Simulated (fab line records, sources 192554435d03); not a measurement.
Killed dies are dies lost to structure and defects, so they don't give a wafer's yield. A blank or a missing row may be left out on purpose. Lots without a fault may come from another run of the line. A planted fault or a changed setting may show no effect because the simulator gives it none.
A struck lot beside a sound one | flow n5_finfet | 34 steps out of a route of 1938
Sound: wafers L974.3, L974.4, L974.6. Struck: wafers L984.2, L984.3, L984.4. The cause comes at the end.
At each step with rows: each side's tool, then ch and its chambers, then its first start. Under that, the readings that differ: sound wafers | struck wafers | difference of the means | sigmas: that difference in standard deviations of wafers without a fault.
alike: readings whose means differ by less than 2 such deviations, and words and numbers that are the same on both sides. not compared: withheld readings, readings that some wafer has no value for, bounds like >300 that may hide the same value, and numbers for which the record gives no deviation and whose values overlap.
The two part at a step that has a row with sigmas, a row that says differs or no value, or rows on one side only. Numbers that don't overlap but have no deviation are shown without sigmas and don't part them. A reading that every wafer of one side lacks parts them only if that side has two wafers or more.

first, 10 steps without rows for these wafers: N5_BEOL_M6_STRIP_80 (strips in N2/H2, time 10 s); N5_BEOL_M6_HM_STRIP_39 (strips TiN in peroxide tin strip, target depth 25 nm, time 158 s); N5_BEOL_M6_SRD_40 (time 30 s); N5_BEOL_M6_PRECLEAN_42 (cleans in residue remover, time 60 s); N5_BEOL_M6_SRD_43 (time 30 s); N5_BEOL_M6_CURE_75 (cures SiCOH lowk, time 120 s); N5_BEOL_M6_DEGAS_44 (time 60 s); N5_BEOL_M6_PRE_CLEAN_45 (time 30 s); N5_BEOL_M6_ALD_77 (deposits TaN, target thk 2 nm, pulse time 2 s, purge time 3 s); N5_BEOL_M6_SURFACE_TREAT_79.
N5_BEOL_M6_CVD_78: deposits Co from CCTBA/H2, target thk 2 nm, time 142.3 s.
  sound on cvd_co-01 ch 0,2, day 10 13:34; struck on cvd_co-01 ch 0,2, day 13 10:10
then, 22 steps without rows for these wafers: N5_BEOL_M6_SPUTTER_48 (material Cu, target thk 10 nm, time 1.667 s); N5_BEOL_M6_ECD_50 (material Cu, target thk 300 nm); N5_BEOL_M6_ANNEAL_51 (time 90 s); N5_BEOL_M6_CMP_52 (polishes, stops on SiCOH lowk, t overpolish 6.9 s, target thk 80 nm); N5_BEOL_M6_PRE_CLEAN_55 (time 15 s); N5_BEOL_M6_DEP_56 (deposits SiCN from 3MS/NH3, target thk 10 nm, time 17.5 s); N5_BEOL_M7_ILD_DEP_00 (deposits SiCOH lowk from DEMS/porogen, target thk 179.75 nm, time 33.4 s); N5_BEOL_M7_CURE_74 (cures SiCOH lowk, time 240 s); N5_BEOL_M7_PECVD_70 (deposits SiO2 from TEOS/O2, target thk 20 nm, time 22.7 s); N5_BEOL_M7_HM_DEP_02 (deposits TiN, target thk 20 nm); N5_BEOL_M7_COAT_59 (time 60 s, resist thk 100 nm); N5_BEOL_M7_COAT_60 (time 60 s, resist thk 35 nm); N5_BEOL_M7_COAT_05 (resist thk 90 nm); N5_BEOL_M7_EBR_07; N5_BEOL_M7_SOFTBAKE_06 (time 60 s); N5_BEOL_M7_EXPOSE_08 (exposes mask M7); N5_BEOL_M7_PEB_09 (peb time 60 s); N5_BEOL_M7_DEVELOP_10 (develop time 30 s); N5_BEOL_M7_DESCUM_16 (chemistry O2, time 7.9 s); N5_BEOL_M7_ETCH_61 (etches SiARC in CF4, target depth 45.5 nm, time 75.8 s); N5_BEOL_M7_ETCH_62 (etches SOC in N2/H2, target depth 110 nm, overetch 22 nm, time 165 s); N5_BEOL_M7_STRIP_68 (strips in N2/H2).
-- the record jumps here: 4 days lie between the struck wafers' starts before and after (it left off in module BEOL_M7 and takes up again in module PASSIVATION, whose first step shown is number 1936 of the route) --
N5_PASSIVATION_PROBE_49:
  the record has rows for the struck wafers here (prober-02, day 17 11:13) and none for the sound ones

WHERE THEY PART
Only at N5_PASSIVATION_PROBE_49, within this record.

WHY: what the simulator had put in
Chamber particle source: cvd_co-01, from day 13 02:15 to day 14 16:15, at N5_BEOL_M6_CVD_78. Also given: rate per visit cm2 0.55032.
